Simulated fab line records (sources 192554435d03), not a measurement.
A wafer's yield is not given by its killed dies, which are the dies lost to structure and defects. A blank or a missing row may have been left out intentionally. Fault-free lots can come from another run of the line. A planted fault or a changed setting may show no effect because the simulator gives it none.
Chamber matching :: flow n5-finfet :: pecvd-04 running N5_BEOL_M1_DEP_57: 3 sister chambers
The step deposits SiCN from 3MS/NH3, target thk 8 nm, time 14 s. 18 wafers are shown with their chamber, then 9 later ones without.

== WAFERS, EACH WITH ITS CHAMBER ==
wafer: L079.1
chamber: 0
throttle-valve-pct (%): 9.6
showerhead-plenum-p-Torr (Torr): 3.647

wafer: L079.3
chamber: 2
throttle-valve-pct (%): 8.2
showerhead-plenum-p-Torr (Torr): 3.666

wafer: L079.5
chamber: 2
throttle-valve-pct (%): 8.3
showerhead-plenum-p-Torr (Torr): 3.654

wafer: L080.2
chamber: 2
throttle-valve-pct (%): 8.4
showerhead-plenum-p-Torr (Torr): 3.659

wafer: L080.3
chamber: 0
throttle-valve-pct (%): 9.2
showerhead-plenum-p-Torr (Torr): 3.658

wafer: L080.6
chamber: 0
throttle-valve-pct (%): 9.5
showerhead-plenum-p-Torr (Torr): 3.658

wafer: L083.2
chamber: 0
throttle-valve-pct (%): 9.5
showerhead-plenum-p-Torr (Torr): 3.658

wafer: L083.3
chamber: 1
throttle-valve-pct (%): 8.6
showerhead-plenum-p-Torr (Torr): 3.693

wafer: L083.6
chamber: 1
throttle-valve-pct (%): 8.8
showerhead-plenum-p-Torr (Torr): 3.691

wafer: L084.1
chamber: 2
throttle-valve-pct (%): 8.4
showerhead-plenum-p-Torr (Torr): 3.666

wafer: L084.5
chamber: 0
throttle-valve-pct (%): 9.5
showerhead-plenum-p-Torr (Torr): 3.652

wafer: L084.6
chamber: 1
throttle-valve-pct (%): 8.8
showerhead-plenum-p-Torr (Torr): 3.686

wafer: L086.1
chamber: 0
throttle-valve-pct (%): 9.5
showerhead-plenum-p-Torr (Torr): 3.666

wafer: L086.3
chamber: 2
throttle-valve-pct (%): 8.3
showerhead-plenum-p-Torr (Torr): 3.661

wafer: L086.4
chamber: 2
throttle-valve-pct (%): 8.3
showerhead-plenum-p-Torr (Torr): 3.659

wafer: L088.2
chamber: 0
throttle-valve-pct (%): 9.5
showerhead-plenum-p-Torr (Torr): 3.647

wafer: L088.3
chamber: 2
throttle-valve-pct (%): 8.5
showerhead-plenum-p-Torr (Torr): 3.664

wafer: L088.5
chamber: 1
throttle-valve-pct (%): 8.6
showerhead-plenum-p-Torr (Torr): 3.681

SIGNATURES (averages over the wafers above)
reading: throttle-valve-pct
chamber 0: 9.471
chamber 1: 8.700
chamber 2: 8.343
scatter within a chamber: 0.113

reading: showerhead-plenum-p-Torr
chamber 0: 3.65514
chamber 1: 3.68775
chamber 2: 3.66129
scatter within a chamber: 0.0057
Rule: a wafer lies at a distance from a chamber equal to the root of the sum of squares, over the readings, of (its reading less the chamber's mean, divided by the reading's scatter). If the next closest chamber is less than 2 further off than the closest, the wafer can't be placed; otherwise it belongs to the closest. The scatter is the square root of a quotient: the sum, over the shown wafers, of each reading's squared deviation from its chamber's mean, divided by wafers minus chambers.

== WAFERS WITH NO CHAMBER GIVEN ==
wafer: L087.2
throttle-valve-pct (%): 8.4
showerhead-plenum-p-Torr (Torr): 3.647

wafer: L087.3
throttle-valve-pct (%): 9.6
showerhead-plenum-p-Torr (Torr): 3.654

wafer: L087.5
throttle-valve-pct (%): 8.9
showerhead-plenum-p-Torr (Torr): 3.681

wafer: L094.2
throttle-valve-pct (%): 8.6
showerhead-plenum-p-Torr (Torr): 3.678

wafer: L094.5
throttle-valve-pct (%): 9.6
showerhead-plenum-p-Torr (Torr): 3.660

wafer: L094.6
throttle-valve-pct (%): 8.9
showerhead-plenum-p-Torr (Torr): 3.680

wafer: L095.1
throttle-valve-pct (%): 9.0
showerhead-plenum-p-Torr (Torr): 3.679

wafer: L095.2
throttle-valve-pct (%): 8.8
showerhead-plenum-p-Torr (Torr): 3.656

wafer: L095.4
throttle-valve-pct (%): 9.2
showerhead-plenum-p-Torr (Torr): 3.685

== THE CHAMBER EACH PASSED THROUGH ==
wafer: L087.2
from the rows above: 2
in truth: 2

wafer: L087.3
from the rows above: 0
in truth: 0

wafer: L087.5
from the rows above: 1
in truth: 1

wafer: L094.2
from the rows above: can't be placed: 1 or 2
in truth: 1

wafer: L094.5
from the rows above: 0
in truth: 0

wafer: L094.6
from the rows above: 1
in truth: 1

wafer: L095.1
from the rows above: 1
in truth: 1

wafer: L095.2
from the rows above: can't be placed: 2 or 1 or 0
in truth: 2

wafer: L095.4
from the rows above: can't be placed: 1 or 0
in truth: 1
6 of 9 placed correctly. Can't be placed from these rows: 3 (the true chamber is among the candidates in 3). Number placed wrongly: 0.
